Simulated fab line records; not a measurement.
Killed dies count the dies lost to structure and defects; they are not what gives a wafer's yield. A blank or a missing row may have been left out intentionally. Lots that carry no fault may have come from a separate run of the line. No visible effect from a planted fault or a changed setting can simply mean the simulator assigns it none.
Matching of chambers || flow n5-finfet || rie-diel-04 running N5_BEOL_M4_ETCH_69: 4 sister chambers
The step etches SiARC in CF4, target depth 15.6 nm, time 26 s. 8 wafers are shown with their chamber, then 9 later ones without.

## EACH WAFER AND ITS CHAMBER
{"wafer": "L078.2", "chamber": 0, "showerhead-plenum-p-Torr (Torr)": 2.12, "rf-vpp-V (V)": 183.6}
{"wafer": "L082.6", "chamber": 1, "showerhead-plenum-p-Torr (Torr)": 2.11, "rf-vpp-V (V)": 184.4}
{"wafer": "L085.3", "chamber": 2, "showerhead-plenum-p-Torr (Torr)": 2.27, "rf-vpp-V (V)": 187.1}
{"wafer": "L085.4", "chamber": 3, "showerhead-plenum-p-Torr (Torr)": 2.04, "rf-vpp-V (V)": 182.2}
{"wafer": "L085.5", "chamber": 3, "showerhead-plenum-p-Torr (Torr)": 2.04, "rf-vpp-V (V)": 183.2}
{"wafer": "L088.1", "chamber": 0, "showerhead-plenum-p-Torr (Torr)": 2.11, "rf-vpp-V (V)": 183.4}
{"wafer": "L088.3", "chamber": 2, "showerhead-plenum-p-Torr (Torr)": 2.27, "rf-vpp-V (V)": 185.5}
{"wafer": "L088.4", "chamber": 1, "showerhead-plenum-p-Torr (Torr)": 2.11, "rf-vpp-V (V)": 183.1}

## WAFERS WITHOUT THEIR CHAMBER
{"wafer": "L091.1", "showerhead-plenum-p-Torr (Torr)": 2.11, "rf-vpp-V (V)": 182.2}
{"wafer": "L091.5", "showerhead-plenum-p-Torr (Torr)": 2.27, "rf-vpp-V (V)": 185.8}
{"wafer": "L091.6", "showerhead-plenum-p-Torr (Torr)": 2.11, "rf-vpp-V (V)": 184.4}
{"wafer": "L090.1", "showerhead-plenum-p-Torr (Torr)": 2.11, "rf-vpp-V (V)": 182.8}
{"wafer": "L090.3", "showerhead-plenum-p-Torr (Torr)": 2.03, "rf-vpp-V (V)": 182.4}
{"wafer": "L090.5", "showerhead-plenum-p-Torr (Torr)": 2.03, "rf-vpp-V (V)": 182.6}
{"wafer": "L092.1", "showerhead-plenum-p-Torr (Torr)": 2.11, "rf-vpp-V (V)": 184.8}
{"wafer": "L092.2", "showerhead-plenum-p-Torr (Torr)": 2.03, "rf-vpp-V (V)": 183.3}
{"wafer": "L092.3", "showerhead-plenum-p-Torr (Torr)": 2.26, "rf-vpp-V (V)": 184.6}

## CHAMBER TAKEN BY EACH
{"wafer": "L091.1", "from the rows above": "can't be placed: 1 or 0", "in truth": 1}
{"wafer": "L091.5", "from the rows above": 2, "in truth": 2}
{"wafer": "L091.6", "from the rows above": "can't be placed: 1 or 0", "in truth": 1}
{"wafer": "L090.1", "from the rows above": "can't be placed: 1 or 0", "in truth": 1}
{"wafer": "L090.3", "from the rows above": 3, "in truth": 3}
{"wafer": "L090.5", "from the rows above": 3, "in truth": 3}
{"wafer": "L092.1", "from the rows above": "can't be placed: 1 or 0", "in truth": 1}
{"wafer": "L092.2", "from the rows above": 3, "in truth": 3}
{"wafer": "L092.3", "from the rows above": 2, "in truth": 2}
Correct placement for 5 of the 9. Cannot be placed on the basis of these rows: 4; the candidates contain the true chamber in 4. Wrongly placed: 0.
How it was worked out, from the rows above alone: a wafer's distance from a chamber is the root of the sum, over the readings, of the square of ((its reading less the chamber's mean) divided by the reading's scatter). If the next closest chamber is less than 2 further off than the closest, the wafer can't be placed; otherwise it belongs to the closest. Each chamber's mean is taken over the wafers shown for it. The scatter: take each reading less its chamber's mean, square it, sum over the shown wafers, divide by the number of wafers less the number of chambers, and take the root.
